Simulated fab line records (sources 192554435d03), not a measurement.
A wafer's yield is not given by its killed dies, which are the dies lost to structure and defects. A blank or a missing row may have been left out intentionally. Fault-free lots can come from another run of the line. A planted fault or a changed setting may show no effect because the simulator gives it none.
Split-lot study | flow n5Finfet | 7 lots, 21 wafers read, on a route of 1938 steps

ON THE SPLIT
At N5_BEOL_M8_ILD_DEP_00 (deposits SiCOH lowk from DEMS/porogen, target thk 179.75 nm, time 33.4 s), the setting tempC was moved away from the recipe's 300 C on 11 of the 21 wafers read, by -1.8% to +1.9%. All remaining wafers had this setting at the recipe value.

FROM THE SPLIT TO THE READING: what the file shows between them, 1 step
- N5_BEOL_M8_CURE_74: cures SiCOH lowk, time 240 s

THE READING
At N5_BEOL_M8_THK_MEAS_01: M8_ILD_THK, given in nm. Fault-free wafers of this fab line usually give 154.3 nm, standard deviation 2 nm.

wafer  | tool, chamber at the split | tempC as run, C | against the recipe | M8_ILD_THK, nm | against lot-mates on the recipe
L074.1 | pecvd-03, 1                | 300             | recipe             | 154.2          | -
L074.2 | pecvd-03, 2                | 305.7           | +1.9%              | 148.5          | -6.3
L074.6 | pecvd-03, 2                | 300             | recipe             | 155.5          | -
L075.1 | pecvd-03, 2                | 300             | recipe             | 151.4          | -
L075.3 | pecvd-03, 1                | 300             | recipe             | 156.6          | -
L075.4 | pecvd-03, 2                | 300             | recipe             | 155.3          | -
L084.1 | pecvd-03, 0                | 296.8           | -1.1%              | 153.8          | +2.8
L084.3 | pecvd-03, 1                | 300             | recipe             | 151.0          | -
L084.5 | pecvd-03, 0                | 296.8           | -1.1%              | 156.0          | +5.0
L088.1 | pecvd-02, 0                | 294.7           | -1.8%              | 159.7          | +6.4
L088.2 | pecvd-02, 2                | 300             | recipe             | 153.3          | -
L088.5 | pecvd-02, 2                | 294.7           | -1.8%              | 160.7          | +7.4
L089.1 | pecvd-01, 0                | 303.2           | +1.1%              | 150.6          | -5.2
L089.2 | pecvd-01, 1                | 300             | recipe             | 155.8          | -
L089.6 | pecvd-01, 1                | 303.2           | +1.1%              | 153.7          | -2.1
L091.1 | pecvd-03, 0                | 304.1           | +1.4%              | 149.1          | no lot-mate on the recipe
L091.4 | pecvd-03, 2                | 304.1           | +1.4%              | 149.5          | no lot-mate on the recipe
L091.6 | pecvd-03, 1                | 304.1           | +1.4%              | 150.6          | no lot-mate on the recipe
L095.1 | pecvd-01, 2                | 300             | recipe             | 154.6          | -
L095.3 | pecvd-01, 1                | 304.5           | +1.5%              | 150.0          | -5.8
L095.5 | pecvd-01, 0                | 300             | recipe             | 157.0          | -

FIT RESULTS
A straight line over all 21 wafers: M8_ILD_THK changes by -2.81 nm for each +1% of tempC; r = -0.85; the points scatter about the line by 1.8 nm.
The same after taking each lot's own level away (the mean of its wafers on the recipe; 18 wafers): -3.68 nm for each +1%; r = -0.95; scatter 1.3 nm.
The reading moves by 7 nm for the largest change in tempC, on that fit.
Across the lots, their own levels run from 151.00 to 155.80 nm, a range of 2.4 times the standard deviation given above.
Hence the slope depends on the lot-to-lot level, as the two fits are not the same.
Check: for one of the wafers moved furthest among these (+1.9%), held out of the fit, the line's prediction against its lot-mates is -7.1 nm. It came out at -6.35 nm against them.

THE WHOLE CHAIN: every reading that the file lists as answering this split, in the file's order
step                   | what it does                                                             | reading                                                                                 | change (the file's fit)              | r (the file's)
N5_BEOL_M8_ILD_DEP_00  | deposits SiCOH lowk from DEMS/porogen, target thk 179.75 nm, time 33.4 s | SiCOH_lowk_of_BEOL_M8_ILD_DEP_00.thkNm (the simulator's own value, which no gauge read) | -4.26 nm for each +1% of the setting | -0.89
N5_BEOL_M8_CURE_74     | cures SiCOH lowk, time 240 s                                             | SiCOH_lowk_of_BEOL_M8_ILD_DEP_00.thkNm (the simulator's own value, which no gauge read) | -3.72 nm for each +1% of the setting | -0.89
N5_BEOL_M8_THK_MEAS_01 |                                                                          | M8_ILD_THK                                                                              | -3.65 for each +1% of the setting    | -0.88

THE FILE'S OWN FIT
M8_ILD_THK changes by -3.65 nm for each +1% of tempC, r = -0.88.
